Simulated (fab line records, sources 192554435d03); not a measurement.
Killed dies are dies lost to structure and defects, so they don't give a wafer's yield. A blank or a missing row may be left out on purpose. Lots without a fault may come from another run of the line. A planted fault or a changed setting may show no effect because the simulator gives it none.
Chamber matching | flow n5_finfet | N5_GATE_CUT_ETCH_36 on rie_diel-05: 4 sister chambers
The step etches SiARC in CF4, target depth 13 nm, time 21.7 s. 4 wafers are shown with their chamber, then 7 later ones without.

WAFERS WITH THEIR CHAMBER
wafer  | chamber | showerhead_plenum_p_Torr (Torr)
L075.1 | 2       | 2.12
L078.1 | 0       | 2.15
L078.6 | 1       | 2.03
L079.5 | 3       | 2.23

WAFERS WITHOUT THEIR CHAMBER
wafer  | showerhead_plenum_p_Torr (Torr)
L079.6 | 2.12
L085.1 | 2.23
L085.2 | 2.12
L085.4 | 2.03
L095.2 | 2.11
L095.3 | 2.14
L095.6 | 2.11

WHICH CHAMBER EACH WENT THROUGH
wafer  | from the rows above     | in truth
L079.6 | 2                       | 2
L085.1 | 3                       | 3
L085.2 | 2                       | 2
L085.4 | 1                       | 1
L095.2 | 2                       | 2
L095.3 | can't be placed: 0 or 2 | 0
L095.6 | 2                       | 2
Placed correctly: 6 of 7. Can't be placed from these rows: 1 (the true chamber is among the candidates in 1). Placed wrongly: 0.
How it was worked out, from the rows above alone: a wafer's distance from a chamber is the root of the sum, over the readings, of the square of ((its reading less the chamber's mean) divided by the reading's scatter). The wafer belongs to the nearest chamber; if the next one is less than 2 further off, it can't be placed. A chamber's mean is the mean of its shown wafers. The scatter: with one shown wafer a chamber, the root of the mean of the squares of how far each hidden wafer lies from its nearest shown one.
